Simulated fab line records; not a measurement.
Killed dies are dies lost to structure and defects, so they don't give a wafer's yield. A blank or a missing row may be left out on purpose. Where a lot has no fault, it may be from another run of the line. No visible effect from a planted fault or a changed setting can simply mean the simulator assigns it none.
A struck lot beside a sound one	flow n5 finfet	21 out of 1938 route steps
Sound: the wafers L254.3, L254.4, L254.5. Struck: wafer L263.5. The cause comes at the end.
Each step with rows lists, per side, the tool, then ch with its chambers, then its first start. Under that, the readings that differ: sound wafers	struck wafers	difference of the means	sigmas: that difference in standard deviations of wafers without a fault.
alike: words and numbers the same on both sides, and readings whose means are apart by under 2 such deviations; not compared: readings that were withheld, readings missing a value for some wafer, numbers with overlapping values and no deviation given by the record, and bounds like >300 which may hide the same value.
Wherever a step has rows on one side only, a row that says differs or no value, or a row with sigmas, the two part there. When numbers do not overlap yet have no deviation, they are printed without sigmas and do not part them. Lack of a reading on every wafer of one side parts them only where that side has two or more wafers.

first, 6 steps without rows for these wafers: N5_BEOL_M1_COAT_05 (resist thk 30 nm); N5_BEOL_M1_EBR_07; N5_BEOL_M1_SOFTBAKE_06 (time 60 s); N5_BEOL_M1_EXPOSE_08 (exposes mask M1); N5_BEOL_M1_PEB_09 (peb time 60 s); N5_BEOL_M1_DEVELOP_10 (develop time 30 s).
N5_BEOL_M1_CD_MEAS_11: the cd target is 17.05 nm.
  sound on cd sem-03 ch 0, day 6 01:30; struck on cd sem-02 ch 0, day 8 09:55
  alike: cd nm
N5_BEOL_M1_OVL_MEAS_12:
  sound on overlay-02 ch 0, day 6 01:32; struck on overlay-02 ch 0, day 8 09:58
  alike: M1_OVL
N5_BEOL_M1_INSPECT_13: inspects for defects (brightfield).
  sound: defect inspect-01 at day 6 01:35; struck: defect inspect-02 at day 8 10:00
  alike: raw defect count
N5_BEOL_M1_DESCUM_16: chemistry O2, time 7 s.
  sound on rie diel-03 ch 0,1, day 6 01:37; struck on rie diel-01 ch 2, day 8 10:03
  alike: drypump motor current A, oes product au, rf vpp V, showerhead plenum p Torr, throttle valve pct
  not compared: rf hours counter h
N5_BEOL_M1_ETCH_74: etches underlayer in N2/H2, target depth 6.5 nm, time 5.2 s.
  sound on rie diel-03 ch 0,1, day 6 01:40; struck on rie diel-01 ch 2, day 8 10:05
  alike: bias w, drypump motor current A, etch rf on time s, oes product au, rf vpp V, showerhead plenum p Torr, throttle valve pct
  not compared: rf hours counter h
N5_BEOL_M1_ETCH_63: etches SiARC in CF4, target depth 15.6 nm, time 26 s.
  sound on rie diel-03 ch 0,1, day 6 01:40; struck on rie diel-01 ch 2, day 8 10:06
  alike: bias w, drypump motor current A, etch rf on time s, mfc ar sccm, oes product au, rf vpp V, showerhead plenum p Torr, throttle valve pct
  not compared: rf hours counter h
N5_BEOL_M1_ETCH_64: etches SOC in N2/H2, target depth 75 nm, overetch 15 nm, time 112.5 s.
  sound on rie diel-03 ch 0,1, day 6 01:42; struck on rie diel-01 ch 2, day 8 10:10
reading	sound	struck	difference	sigmas
model.SiARC_of_BEOL_M1_COAT_62.thk nm (nm)	6.8 6.8 6.8	8	+1	
model.BEOL_M1.cd offset nm (nm)	0 0 -0.2	-0.6	-0.5	
  alike: bias w, drypump motor current A, oes product au, rf vpp V, showerhead plenum p Torr, throttle valve pct
  not compared: rf hours counter h
then, 2 steps without rows for these wafers: N5_BEOL_M1_STRIP_65 (strips in N2/H2); N5_BEOL_M1_STRIP_75 (strips in N2/H2).
N5_BEOL_M1_STRIP_66: strips in CF4.
  sound on rie diel-03 ch 0,1, day 6 01:50; struck on rie diel-01 ch 2, day 8 10:15
  alike: drypump motor current A, oes product au, rf vpp V, showerhead plenum p Torr, throttle valve pct
  not compared: rf hours counter h
N5_BEOL_M1_HM_OPEN_17: chemistry Cl2/BCl3, target TiN, target depth 20 nm, overetch 6 nm.
  sound on rie metal-02 ch 0,1, day 6 01:54; struck on rie metal-02 ch 1, day 8 10:20
reading	sound	struck	difference	sigmas
model.BEOL_M1.cd offset nm (nm)	-0.2 0 0	-0.6	-0.5	
  alike: bcl3 flow sccm, bias w, drypump motor current A, mfc ar sccm, oes product au, throttle valve pct
  not compared: rf hours counter h
N5_BEOL_M1_STRIP_19: strips in O2.
  sound on rie diel-01 ch 2,3, day 6 01:59; struck on rie diel-04 ch 2, day 8 10:25
  alike: drypump motor current A, oes product au, rf vpp V, showerhead plenum p Torr, throttle valve pct
  not compared: rf hours counter h
N5_BEOL_M1_CD_MEAS_18: pitch 36 nm, target cd 18 nm.
  sound: cd sem-03 at day 6 02:03; struck: cd sem-03 at day 8 10:28
reading	sound	struck	difference	sigmas
cd nm (nm)	17.92 17.87 18.11	17.23	-0.74	-3
then, 1 step without rows for these wafers: N5_BEOL_M1_COAT_67 (time 60 s, resist thk 60 nm).
N5_BEOL_M4_RC_MEAS_101:
  sound on prober-01 ch 0, day 8 00:11; struck on prober-01 ch 0, day 10 08:52
reading	sound	struck	difference	sigmas
DIBL_N (mV/V)	39.2 39.8 37.8	34.7	-4.2	-3
IOFF_N (nA/um)	0.178 0.197 0.156	0.129	-0.048	-2
  alike: DIBL_P, IOFF_P, ION_N, ION_P, SS_N, SS_P, VT_N, VT_P

## WHERE THEY PART
First at N5_BEOL_M1_CD_MEAS_18; last, within this record, at N5_BEOL_M4_RC_MEAS_101.

WHY: the cause the simulator had injected
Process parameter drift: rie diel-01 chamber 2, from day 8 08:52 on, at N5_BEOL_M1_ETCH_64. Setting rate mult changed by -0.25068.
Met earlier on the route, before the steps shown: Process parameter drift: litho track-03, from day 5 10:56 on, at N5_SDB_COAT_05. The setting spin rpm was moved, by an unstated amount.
